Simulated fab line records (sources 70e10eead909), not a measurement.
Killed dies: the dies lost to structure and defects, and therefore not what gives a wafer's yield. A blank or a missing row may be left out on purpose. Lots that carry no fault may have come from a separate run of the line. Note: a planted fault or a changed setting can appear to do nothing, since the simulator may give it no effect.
What tool caused it? / flow nand harc / Sampling: 7 lots, 20 wafers, 3 of 1302 route steps

## WHAT THE GAUGES READ, wafer by wafer
NHARC_A_CONTACT_CD_MEAS_53.
lot=L859; measured=day 22 02:46; on=cd sem-01; cd nm (nm)=290.5 289.6 290.0
lot=L862; measured=day 22 16:13; on=cd sem-03; cd nm (nm)=289.9 290.3 290.1
lot=L866; measured=day 25 01:32; on=cd sem-01; cd nm (nm)=289.9 290.4 289.9
lot=L872; measured=day 26 15:00; on=cd sem-02; cd nm (nm)=289.6 288.9
lot=L874; measured=day 27 20:04; on=cd sem-01; cd nm (nm)=290.2 289.9 290.6
lot=L879; measured=day 29 17:41; on=cd sem-03; cd nm (nm)=289.5 289.9 289.2
lot=L880; measured=day 30 12:10; on=cd sem-03; cd nm (nm)=288.7 288.9 288.7

## EACH LOT AND THE TOOL THAT RAN IT (in order: tool; ch and the chambers of the sampled wafers; start)
lot=L859; NHARC_A_CONTACT_ETCH_115=har cap etch-03 ch 0,1, day 22 00:12; NHARC_A_CONTACT_ETCH_118=har cap etch-03 ch 0,1, day 22 00:43
lot=L862; NHARC_A_CONTACT_ETCH_115=har cap etch-02 ch 0,1, day 22 13:43; NHARC_A_CONTACT_ETCH_118=har cap etch-02 ch 0,1, day 22 14:14
lot=L866; NHARC_A_CONTACT_ETCH_115=har cap etch-02 ch 0,1, day 24 23:01; NHARC_A_CONTACT_ETCH_118=har cap etch-02 ch 0,1, day 24 23:32
lot=L872; NHARC_A_CONTACT_ETCH_115=har cap etch-03 ch 1, day 26 12:29; NHARC_A_CONTACT_ETCH_118=har cap etch-03 ch 1, day 26 13:00
lot=L874; NHARC_A_CONTACT_ETCH_115=har cap etch-01 ch 0,1, day 27 17:31; NHARC_A_CONTACT_ETCH_118=har cap etch-01 ch 0,1, day 27 18:01
lot=L879; NHARC_A_CONTACT_ETCH_115=har cap etch-03 ch 0,1, day 29 15:08; NHARC_A_CONTACT_ETCH_118=har cap etch-03 ch 0,1, day 29 15:38
lot=L880; NHARC_A_CONTACT_ETCH_115=har cap etch-01 ch 0,1, day 30 09:38; NHARC_A_CONTACT_ETCH_118=har cap etch-01 ch 0,1, day 30 10:08
- NHARC_A_CONTACT_ETCH_115: etches the open film in C4F8/O2/Ar, time 190 s, target depth 1850 nm.
- NHARC_A_CONTACT_ETCH_118: etches the open film in C4F8/O2/Ar, time 190 s, target depth 1850 nm.

## THE ANSWER, worked out from the rows above alone
Rule: the usual values come from the lots themselves. Put in order of their means at a reading, lots are off if they are a third of the lots or fewer, leave a main group of 4 or more, and stand apart from it by a gap of 3 or more times the standard deviation of the main group's means; of several such gaps the widest counts. A main group is skipped when, at the precision printed for the reading in the tables above, its means are all equal. Also off: a lot with no number at a reading for which 4 or more lots have one. The other lots that the step has rows for count as sound.
Nothing can be told from this: no lot is off at any reading shown.

## WHAT THE SIMULATOR PUT IN
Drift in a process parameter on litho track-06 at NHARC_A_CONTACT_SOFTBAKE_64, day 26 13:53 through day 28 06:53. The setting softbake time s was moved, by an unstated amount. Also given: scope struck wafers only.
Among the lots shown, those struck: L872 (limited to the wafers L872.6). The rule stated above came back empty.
